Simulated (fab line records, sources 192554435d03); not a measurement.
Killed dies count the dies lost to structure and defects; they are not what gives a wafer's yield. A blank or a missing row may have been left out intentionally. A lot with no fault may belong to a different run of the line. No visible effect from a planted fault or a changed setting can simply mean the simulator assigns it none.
Which tool did it? | flow n5-finfet | Sampling: 24 lots, 72 wafers, 4 of 1938 route steps

## WHAT EACH GAUGE READ, for each wafer
N5_WELL_APT_CD_MEAS_08 targets a cd of 200 nm.
lot  | measured    | on        | cd-nm (nm)
L074 | day 1 13:38 | cd-sem-01 | 199.9 202.9 198.6
L075 | day 1 19:49 | cd-sem-02 | 199.7 198.9 197.9
L076 | day 2 01:49 | cd-sem-02 | 199.5 202.2 196.6
L077 | day 2 07:34 | cd-sem-02 | 196.5 197.9 197.8
L078 | day 2 13:43 | cd-sem-02 | 200.0 200.4 200.1
L079 | day 2 19:41 | cd-sem-01 | 201.5 196.5 197.8
L080 | day 3 01:49 | cd-sem-02 | 195.7 199.8 197.0
L081 | day 3 07:49 | cd-sem-02 | 196.4 199.8 196.4
L082 | day 3 13:43 | cd-sem-02 | 195.4 200.4 197.0
L083 | day 3 20:01 | cd-sem-02 | 200.4 202.5 199.5
L084 | day 4 01:41 | cd-sem-02 | 200.6 201.7 201.8
L085 | day 4 07:41 | cd-sem-02 | 198.7 197.9 199.6
L086 | day 4 13:41 | cd-sem-01 | 197.6 195.2 196.0
L087 | day 4 19:41 | cd-sem-01 | 203.0 202.0 197.9
L088 | day 5 01:41 | cd-sem-01 | 199.4 196.7 200.0
L089 | day 5 07:46 | cd-sem-02 | 199.1 197.6 197.3
L090 | day 5 13:49 | cd-sem-02 | 201.0 200.3 200.1
L091 | day 5 19:43 | cd-sem-02 | 200.7 202.1 200.5
L092 | day 6 01:34 | cd-sem-01 | 198.5 197.7 197.0
L093 | day 6 07:58 | cd-sem-01 | 199.6 197.0 199.5
L094 | day 6 13:41 | cd-sem-01 | 201.9 198.2 200.4
L095 | day 6 19:43 | cd-sem-01 | 200.1 200.0 200.6
L096 | day 7 01:50 | cd-sem-01 | 199.5 200.9 199.0
L097 | day 7 07:49 | cd-sem-02 | 199.9 202.0 200.5

N5_WELL_APT_OVL_MEAS_26.
lot  | measured    | on         | PWELL_OVL (nm)
L074 | day 1 14:55 | overlay-02 | 2 4 12
L075 | day 1 21:06 | overlay-01 | -5 -2 1
L076 | day 2 03:32 | overlay-01 | -1 -2 0
L077 | day 2 08:50 | overlay-02 | 2 3 3
L078 | day 2 14:52 | overlay-02 | 4 -3 7
L079 | day 2 20:58 | overlay-01 | 6 5 7
L080 | day 3 03:05 | overlay-01 | 6 6 4
L081 | day 3 08:58 | overlay-02 | -2 6 2
L082 | day 3 14:59 | overlay-02 | 3 -2 -2
L083 | day 3 21:19 | overlay-02 | -10 -3 -9
L084 | day 4 03:05 | overlay-01 | 7 -2 -9
L085 | day 4 09:26 | overlay-01 | -3 -6 -3
L086 | day 4 14:59 | overlay-02 | 8 -5 3
L087 | day 4 20:59 | overlay-01 | -1 1 1
L088 | day 5 02:51 | overlay-01 | -6 2 -2
L089 | day 5 09:03 | overlay-01 | -7 -6 -9
L090 | day 5 14:59 | overlay-01 | -5 -14 -14
L091 | day 5 21:00 | overlay-01 | 2 -5 1
L092 | day 6 02:58 | overlay-01 | -9 -10 -4
L093 | day 6 09:34 | overlay-01 | 5 -4 -6
L094 | day 6 14:58 | overlay-01 | 3 -1 -2
L095 | day 6 21:09 | overlay-02 | 0 -1 -11
L096 | day 7 03:03 | overlay-01 | -12 0 -10
L097 | day 7 09:07 | overlay-02 | -5 -2 -8

N5_FIN_SAQP_CD_MEAS_16 targets a cd of 35.6 nm.
lot  | measured    | on        | cd-nm (nm)
L074 | day 1 21:20 | cd-sem-01 | 35.9 35.6 35.4
L075 | day 2 03:31 | cd-sem-02 | 35.2 35.7 35.4
L076 | day 2 09:53 | cd-sem-01 | 34.6 35.2 34.7
L077 | day 2 15:26 | cd-sem-01 | 35.7 35.7 35.6
L078 | day 2 21:47 | cd-sem-01 | 35.6 35.2 35.2
L079 | day 3 03:23 | cd-sem-01 | 35.3 35.3 36.0
L080 | day 3 09:40 | cd-sem-02 | 35.1 35.1 35.5
L081 | day 3 15:45 | cd-sem-02 | 35.3 35.4 36.0
L082 | day 3 21:41 | cd-sem-02 | 36.4 36.0 35.8
L083 | day 4 03:56 | cd-sem-01 | 35.4 34.8 35.5
L084 | day 4 10:16 | cd-sem-02 | 36.0 34.9 35.4
L085 | day 4 18:02 | cd-sem-01 | 35.2 36.0 35.5
L086 | day 4 22:35 | cd-sem-01 | 35.7 35.7 35.0
L087 | day 5 03:29 | cd-sem-01 | 36.5 36.5 36.3
L088 | day 5 09:01 | cd-sem-02 | 36.0 36.4 35.8
L089 | day 5 15:34 | cd-sem-01 | 35.6 35.7 35.9
L090 | day 5 21:43 | cd-sem-01 | 35.3 35.3 35.4
L091 | day 6 03:16 | cd-sem-02 | 35.2 35.5 34.9
L092 | day 6 10:22 | cd-sem-02 | 36.4 35.1 35.6
L093 | day 6 16:33 | cd-sem-01 | 35.3 35.6 35.3
L094 | day 6 21:51 | cd-sem-02 | 35.0 35.2 35.3
L095 | day 7 03:42 | cd-sem-02 | 35.8 35.6 35.7
L096 | day 7 09:40 | cd-sem-02 | 35.5 35.0 35.4
L097 | day 7 16:16 | cd-sem-01 | 35.5 35.5 35.5

## TOOL THAT RAN EACH LOT (tool first, then ch and the chambers of the sampled wafers, then the start)
lot  | N5_FIN_SAQP_PECVD_47
L074 | pecvd-04 ch 0,2, day 1 20:41
L075 | pecvd-03 ch 1,2, day 2 02:55
L076 | pecvd-03 ch 1,2, day 2 09:09
L077 | pecvd-04 ch 0,1, day 2 14:43
L078 | pecvd-04 ch 0,1, day 2 21:05
L079 | pecvd-03 ch 1,2, day 3 02:51
L080 | pecvd-04 ch 0,2, day 3 09:00
L081 | pecvd-04 ch 0,1, day 3 15:06
L082 | pecvd-01 ch 0,1, day 3 21:02
L083 | pecvd-03 ch 0,1, day 4 03:17
L084 | pecvd-03 ch 0,2, day 4 09:32
L085 | pecvd-03 ch 1,2, day 4 17:22
L086 | pecvd-01 ch 0,1,2, day 4 22:03
L087 | pecvd-04 ch 0,1, day 5 02:46
L088 | pecvd-04 ch 1, day 5 08:23
L089 | pecvd-03 ch 0,2, day 5 15:02
L090 | pecvd-03 ch 0,1, day 5 21:11
L091 | pecvd-03 ch 0,1, day 6 02:37
L092 | pecvd-01 ch 0,2, day 6 09:41
L093 | pecvd-04 ch 0,1,2, day 6 15:53
L094 | pecvd-04 ch 0,2, day 6 21:19
L095 | pecvd-04 ch 0,1,2, day 7 03:03
L096 | pecvd-04 ch 0,1, day 7 09:01
L097 | pecvd-03 ch 1,2, day 7 15:44
- N5_FIN_SAQP_PECVD_47: deposits a-Si from SiH4/He, target thk 45 nm, time 36.3 s.

## AS READ BY THE TOOLS THEMSELVES (means over the sampled wafers that have a number; for cases with no such wafer, the mark the record gives instead)
N5_FIN_SAQP_PECVD_47.
lot  | tool     | heater-power-w (W) | showerhead-plenum-p-Torr (Torr) | throttle-valve-pct (%)
L074 | pecvd-04 | 834                | 5.68                            | 18.4
L075 | pecvd-03 | 1053               | 5.70                            | 18.5
L076 | pecvd-03 | 1027               | 5.67                            | 18.0
L077 | pecvd-04 | 806                | 5.68                            | 19.6
L078 | pecvd-04 | 797                | 5.68                            | 19.5
L079 | pecvd-03 | 990                | 5.70                            | 18.6
L080 | pecvd-04 | 768                | 5.68                            | 18.4
L081 | pecvd-04 | 808                | 5.67                            | 19.4
L082 | pecvd-01 | 785                | 5.65                            | 19.0
L083 | pecvd-03 | 919                | 5.63                            | 17.2
L084 | pecvd-03 | 896                | 5.70                            | 18.6
L085 | pecvd-03 | 1067               | 5.70                            | 18.6
L086 | pecvd-01 | 788                | 5.61                            | 18.6
L087 | pecvd-04 | 834                | 5.67                            | 19.3
L088 | pecvd-04 | 660                | 5.68                            | 19.8
L089 | pecvd-03 | 875                | 5.66                            | 18.0
L090 | pecvd-03 | 865                | 5.65                            | 17.5
L091 | pecvd-03 | 912                | 5.65                            | 17.3
L092 | pecvd-01 | 851                | 5.59                            | 18.2
L093 | pecvd-04 | 785                | 5.68                            | 18.7
L094 | pecvd-04 | 851                | 5.68                            | 17.7
L095 | pecvd-04 | 780                | 5.68                            | 18.7
L096 | pecvd-04 | 774                | 5.68                            | 19.7
L097 | pecvd-03 | 931                | 5.69                            | 17.2

## THE ANSWER, worked out from the rows above alone
Rule: usual is defined by the lots themselves. The widest of any qualifying gaps counts: lots, ordered by their means at a reading, are off when they make up no more than a third of the lots, leave a main group of 4 or more, and stand apart from it by 3 or more times the standard deviation of that group's means. The tables above print the reading to a certain number of digits; a main group whose means all agree to those digits is not used. A lot without any number at a reading at which 4 lots or more have one is off too. Any other lot the step has rows for is counted as sound. The gauges are gone through in route order, then the tools' own readings, and for those a lot's mean is taken as printed above. The first step at which some lot is off is used, and at that step the reading that is off furthest; a lot without a number counts as furthest.
No lot is off at any reading shown: from this, nothing can be told.

## WHAT WAS PUT IN BY THE SIMULATOR
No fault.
